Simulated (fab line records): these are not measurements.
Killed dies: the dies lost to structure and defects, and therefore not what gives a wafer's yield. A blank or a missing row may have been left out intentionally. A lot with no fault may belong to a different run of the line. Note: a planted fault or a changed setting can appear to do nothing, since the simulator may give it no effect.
Split-lot study | flow n5 finfet | 39 wafers read across 7 lots, on a route 1938 steps long

THE SPLIT ITSELF
At N5_DUMMY_GATE_ETCH_37 (etches SOC in N2/H2, target depth 60 nm, overetch 30 nm), the setting source w was moved away from the recipe's 840 W on 18 of the 39 wafers read, by -15.7% to +15.7%. The other wafers ran this setting at the recipe's value.

The reading is taken at the split's own step.

THE READING
rf vpp V, in V, at N5_DUMMY_GATE_ETCH_37 (etches SOC in N2/H2, target depth 60 nm, overetch 30 nm). Fault-free wafers of this fab line usually give 524.5 V, standard deviation 2.4 V.

wafer  | tool, chamber at the split | source w as run, W | against the recipe | rf vpp V, V | against lot-mates on the recipe
L074.1 | rie diel-06, 0             | 840                | recipe             | 525.7       | -
L074.2 | rie diel-06, 2             | 840                | recipe             | 525.3       | -
L074.3 | rie diel-06, 3             | 840                | recipe             | 529.3       | -
L074.4 | rie diel-06, 1             | 972.3              | +15.7%             | 497.1       | -29.7
L074.5 | rie diel-06, 1             | 972.3              | +15.7%             | 497.1       | -29.7
L074.6 | rie diel-06, 0             | 972.3              | +15.7%             | 503.5       | -23.3
L075.1 | rie diel-02, 1             | 971                | +15.6%             | 499.5       | -24.8
L075.2 | rie diel-02, 0             | 840                | recipe             | 523.8       | -
L075.3 | rie diel-02, 3             | 840                | recipe             | 528.2       | -
L075.4 | rie diel-02, 2             | 840                | recipe             | 520.9       | -
L075.5 | rie diel-02, 1             | 971                | +15.6%             | 498.1       | -26.2
L075.6 | rie diel-02, 2             | 971                | +15.6%             | 499.6       | -24.7
L081.1 | rie diel-04, 2             | 782.9              | -6.8%              | 533.4       | +9.7
L081.2 | rie diel-04, 3             | 782.9              | -6.8%              | 539.2       | +15.5
L081.3 | rie diel-04, 1             | 782.9              | -6.8%              | 535.6       | +11.9
L081.4 | rie diel-04, 0             | 840                | recipe             | 521.7       | -
L081.5 | rie diel-04, 3             | 840                | recipe             | 526.5       | -
L081.6 | rie diel-04, 0             | 840                | recipe             | 522.9       | -
L083.1 | rie diel-02, 2             | 840                | recipe             | 521.9       | -
L083.2 | rie diel-02, 1             | 887.6              | +5.7%              | 513.9       | -8.7
L083.3 | rie diel-02, 0             | 840                | recipe             | 522.6       | -
L083.4 | rie diel-02, 2             | 887.6              | +5.7%              | 513.6       | -9.0
L083.5 | rie diel-02, 0             | 887.6              | +5.7%              | 514.1       | -8.5
L083.6 | rie diel-02, 1             | 840                | recipe             | 523.4       | -
L085.1 | rie diel-06, 3             | 840                | recipe             | 529.1       | -
L085.2 | rie diel-06, 1             | 906.9              | +8.0%              | 507.4       | -20.2
L085.3 | rie diel-06, 2             | 906.9              | +8.0%              | 510.1       | -17.5
L085.4 | rie diel-06, 0             | 840                | recipe             | 526.6       | -
L085.5 | rie diel-06, 1             | 906.9              | +8.0%              | 509.8       | -17.8
L085.6 | rie diel-06, 0             | 840                | recipe             | 527.1       | -
L093.1 | rie diel-02, 0             | 840                | recipe             | 522.2       | -
L093.2 | rie diel-02, 1             | 840                | recipe             | 523.6       | -
L093.3 | rie diel-02, 2             | 708                | -15.7%             | 554.3       | +29.6
L093.4 | rie diel-02, 3             | 840                | recipe             | 528.2       | -
L093.5 | rie diel-02, 3             | 708                | -15.7%             | 560.0       | +35.3
L093.6 | rie diel-02, 2             | 708                | -15.7%             | 553.0       | +28.3
L096.1 | rie diel-02, 1             | 840                | recipe             | 524.5       | -
L096.2 | rie diel-02, 2             | 840                | recipe             | 523.3       | -
L096.5 | rie diel-02, 2             | 840                | recipe             | 521.5       | -

FIT RESULTS
A straight line over all 39 wafers: rf vpp V changes by -1.77 V for each +1% of source w; r = -0.98; the points scatter about the line by 2.8 V.
The same after taking each lot's own level away (the mean of its wafers on the recipe; 39 wafers): -1.82 V for each +1%; r = -0.98; scatter 2.6 V.
On that fit, the largest move of source w shifts the reading by 29 V.
The span of the lots' own levels, 522.63 to 527.60 V, comes to 2.1 times the standard deviation stated above.
The two slopes agree, so the slope changes little with the lot-to-lot level.
Check: for one of the wafers moved furthest among these (+15.7%), held out of the fit, the line's prediction against its lot-mates is -28.2 V. Against them it came out at -29.7 V.
Tool readings at the split's step, against how far the setting was moved: rf vpp V r = -0.98.

THE WHOLE CHAIN: every reading that the file lists as answering this split, in the file's order
step                  | what it does                                            | reading                                                                             | change (the file's fit)                | r (the file's)
N5_DUMMY_GATE_ETCH_37 | etches SOC in N2/H2, target depth 60 nm, overetch 30 nm | rf vpp V                                                                            | -1.82 V for each +1% of the setting    | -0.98
N5_DUMMY_GATE_ETCH_37 | etches SOC in N2/H2, target depth 60 nm, overetch 30 nm | SiARC_of_DUMMY_GATE_COAT_35.thk nm (the simulator's own value, which no gauge read) | -0.0361 nm for each +1% of the setting | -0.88

FILE'S OWN FIT
rf vpp V changes by -1.82 V for each +1% of source w, r = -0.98.
